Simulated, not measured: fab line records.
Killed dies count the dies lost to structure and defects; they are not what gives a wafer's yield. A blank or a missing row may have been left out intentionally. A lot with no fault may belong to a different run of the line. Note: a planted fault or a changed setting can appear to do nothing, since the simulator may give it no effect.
Which tool is to blame? ; flow nand-harc ; 36 wafers from 12 lots sampled at 2 of the route's 1159 steps

== WHAT THE GAUGES READ, wafer by wafer ==
NHARC_P_CONTACT_INSPECT_27.
lot;measured;on;raw-defect-count
L076;day 6 08:37;defect-inspect-01;334 239 293
L077;day 6 13:41;defect-inspect-02;134 297 420
L079;day 6 23:19;defect-inspect-02;291 297 260
L080;day 7 05:45;defect-inspect-02;255 233 234
L082;day 8 03:53;defect-inspect-02;272 299 207
L084;day 8 07:07;defect-inspect-01;250 135 153
L087;day 9 00:10;defect-inspect-01;359 428 373
L089;day 9 18:09;defect-inspect-01;157 281 424
L091;day 10 07:11;defect-inspect-02;152 334 478
L093;day 10 15:06;defect-inspect-01;207 362 340
L095;day 10 23:32;defect-inspect-02;271 216 320
L097;day 11 23:31;defect-inspect-02;149 147 154

== EACH LOT AND THE TOOL THAT RAN IT (in order: tool; ch and the chambers of the sampled wafers; start) ==
lot;NHARC_P_CONTACT_ALD_22
L076;ald-metal-03 ch 1,2,3, day 6 01:19
L077;ald-metal-03 ch 1,2, day 6 07:59
L079;ald-metal-04 ch 1,3, day 6 21:47
L080;ald-metal-04 ch 0,3, day 7 03:07
L082;ald-metal-03 ch 0,1, day 7 19:43
L084;ald-metal-01 ch 0,1,2, day 8 05:46
L087;ald-metal-04 ch 0,1,3, day 8 21:02
L089;ald-metal-03 ch 0,1,3, day 9 13:48
L091;ald-metal-03 ch 0,1,3, day 9 23:03
L093;ald-metal-01 ch 1,3, day 10 11:02
L095;ald-metal-04 ch 1,2, day 10 22:16
L097;ald-metal-03 ch 0,3, day 11 22:11
- NHARC_P_CONTACT_ALD_22: deposits TiN, target thk 3 nm, pulse time 1 s, ald cycles 150.

== THE ANSWER, worked out from the rows above alone ==
Rule: the lots themselves supply what counts as usual. The widest of any qualifying gaps counts: lots, ordered by their means at a reading, are off when they make up no more than a third of the lots, leave a main group of 4 or more, and stand apart from it by 3 or more times the standard deviation of that group's means. If all means in a main group match to the digits the tables above print for the reading, that group is not used. A lot without any number at a reading at which 4 lots or more have one is off too. Where the step has rows for the other lots, those lots are counted as sound.
None of the lots is off at any reading shown; this tells nothing.

== WHAT THE SIMULATOR PUT IN ==
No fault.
